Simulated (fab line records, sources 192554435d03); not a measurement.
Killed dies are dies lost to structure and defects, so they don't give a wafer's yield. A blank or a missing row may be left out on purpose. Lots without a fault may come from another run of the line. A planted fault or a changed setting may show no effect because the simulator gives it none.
A struck lot beside a sound one | flow n5_finfet | 16 steps out of a route of 1938
Sound: wafers L593.1, L593.2, L593.4. Struck: wafer L597.2. (L597.4, L597.5 of the same lot were not struck and are left out.) The cause comes at the end.
At each step with rows: each side's tool, then ch and its chambers, then its first start. Under that, the readings that differ: sound wafers | struck wafers | difference of the means | sigmas: that difference in standard deviations of wafers without a fault.
alike: readings whose means differ by less than 2 such deviations, and words and numbers that are the same on both sides. not compared: withheld readings, readings that some wafer has no value for, bounds like >300 that may hide the same value, and numbers for which the record gives no deviation and whose values overlap.
The two part at a step that has a row with sigmas, a row that says differs or no value, or rows on one side only. Numbers that don't overlap but have no deviation are shown without sigmas and don't part them. A reading that every wafer of one side lacks parts them only if that side has two wafers or more.

first, 5 steps without rows for these wafers: N5_BEOL_M2_EBR_24; N5_BEOL_M2_SOFTBAKE_23 (time 60 s); N5_BEOL_M2_EXPOSE_25 (exposes mask V1, defocus 5 nm); N5_BEOL_M2_PEB_26 (peb time 60 s); N5_BEOL_M2_DEVELOP_27 (develop time 30 s).
N5_BEOL_M2_CD_MEAS_28: target cd 26.2 nm, target cd y 24.1 nm.
  sound on cd_sem-02 ch 0, day 8 23:14; struck on cd_sem-03 ch 0, day 10 22:01
  reading    | sound             | struck | difference | sigmas
  cd_nm (nm) | 26.10 26.36 26.16 | 25.70  | -0.51      | -2
N5_BEOL_M2_OVL_MEAS_29:
  sound on overlay-02 ch 0, day 8 23:16; struck on overlay-02 ch 0, day 10 22:04
  alike: V1_OVL
N5_BEOL_M2_INSPECT_30: inspects for defects (brightfield).
  sound on defect_inspect-01, day 8 23:20; struck on defect_inspect-01, day 10 22:07
  alike: raw_defect_count
N5_BEOL_M2_DESCUM_33: chemistry O2, time 7 s.
  sound on rie_diel-01 ch 0,1,3, day 8 23:22; struck on rie_diel-01 ch 2, day 10 22:29
  reading                | sound       | struck | difference | sigmas
  rf_hours_counter_h (h) | 197 180 220 | 224    | +25        |
  alike: bias_power_w, drypump_motor_current_A, oes_product_au, rf_vpp_V, showerhead_plenum_p_Torr, throttle_valve_pct
N5_BEOL_M2_ETCH_77: etches underlayer in N2/H2, target depth 6.5 nm, time 5.2 s.
  sound on rie_diel-01 ch 0,1,3, day 8 23:24; struck on rie_diel-01 ch 2, day 10 22:32
  reading                | sound       | struck | difference | sigmas
  rf_hours_counter_h (h) | 197 180 220 | 224    | +25        |
  alike: drypump_motor_current_A, etch_rf_on_time_s, oes_product_au, rf_vpp_V, showerhead_plenum_p_Torr, throttle_valve_pct
N5_BEOL_M2_ETCH_69: etches SiARC in CF4, target depth 15.6 nm, time 26 s.
  sound on rie_diel-01 ch 0,1,3, day 8 23:25; struck on rie_diel-01 ch 2, day 10 22:33
  reading                | sound       | struck | difference | sigmas
  rf_hours_counter_h (h) | 197 180 220 | 224    | +25        |
  alike: drypump_motor_current_A, etch_rf_on_time_s, oes_product_au, rf_vpp_V, showerhead_plenum_p_Torr, throttle_valve_pct
N5_BEOL_M2_ALD_98: deposits SiO2, target thk 2.5 nm, pulse time 1 s, co reactant pulse time 1 s.
  sound on ald_sin-01 ch 0,1,2, day 8 23:34; struck on ald_sin-03 ch 0, day 10 22:49
  alike: heater_power_w, precursor_pulse_height_rel
N5_BEOL_M2_ETCHBACK_99: etches SiO2 in CHF3, target depth 5 nm, time 10.4 s.
  sound on rie_diel-01 ch 0,1,3, day 9 01:19; struck on rie_diel-01 ch 1, day 11 02:24
  reading                                      | sound          | struck | difference | sigmas
  oes_product_au (a.u.)                        | 0.73 0.73 0.70 | 0.93   | +0.21      | +2
  rf_hours_counter_h (h)                       | 180 198 221    | 237    | +37        |
  model.CAR-EUV_of_BEOL_M2_COAT_22.thk_nm (nm) | 10.4 10.4 10.4 | 10     | +0         |
  alike: drypump_motor_current_A, oes_ar_750_au, rf_vpp_V, showerhead_plenum_p_Torr, throttle_valve_pct
N5_BEOL_M2_ETCH_70: etches SOC in N2/H2, target depth 80 nm, overetch 24 nm, time 130 s.
  sound on rie_diel-01 ch 0,1,3, day 9 01:22; struck on rie_diel-01 ch 1, day 11 02:26
  reading                | sound       | struck | difference | sigmas
  rf_hours_counter_h (h) | 180 198 221 | 237    | +37        |
  alike: drypump_motor_current_A, oes_product_au, rf_vpp_V, showerhead_plenum_p_Torr, throttle_valve_pct
N5_BEOL_M4_RC_MEAS_101:
  sound on prober-01 ch 0, day 10 08:58; struck on prober-02 ch 0, day 12 14:24
  alike: DIBL_N, DIBL_P, IOFF_N, IOFF_P, ION_N, ION_P, SS_N, SS_P, VT_N, VT_P
-- the record jumps here: 4 days lie between the struck wafers' starts before and after (it left off in module BEOL_M4 and takes up again in module PASSIVATION, whose first step shown is number 1936 of the route) --
N5_PASSIVATION_PROBE_49:
  the record has rows for the struck wafers here (prober-01, day 16 13:20) and none for the sound ones

WHERE THEY PART
First at N5_BEOL_M2_CD_MEAS_28; last, within this record, at N5_PASSIVATION_PROBE_49.

WHY: what the simulator had put in
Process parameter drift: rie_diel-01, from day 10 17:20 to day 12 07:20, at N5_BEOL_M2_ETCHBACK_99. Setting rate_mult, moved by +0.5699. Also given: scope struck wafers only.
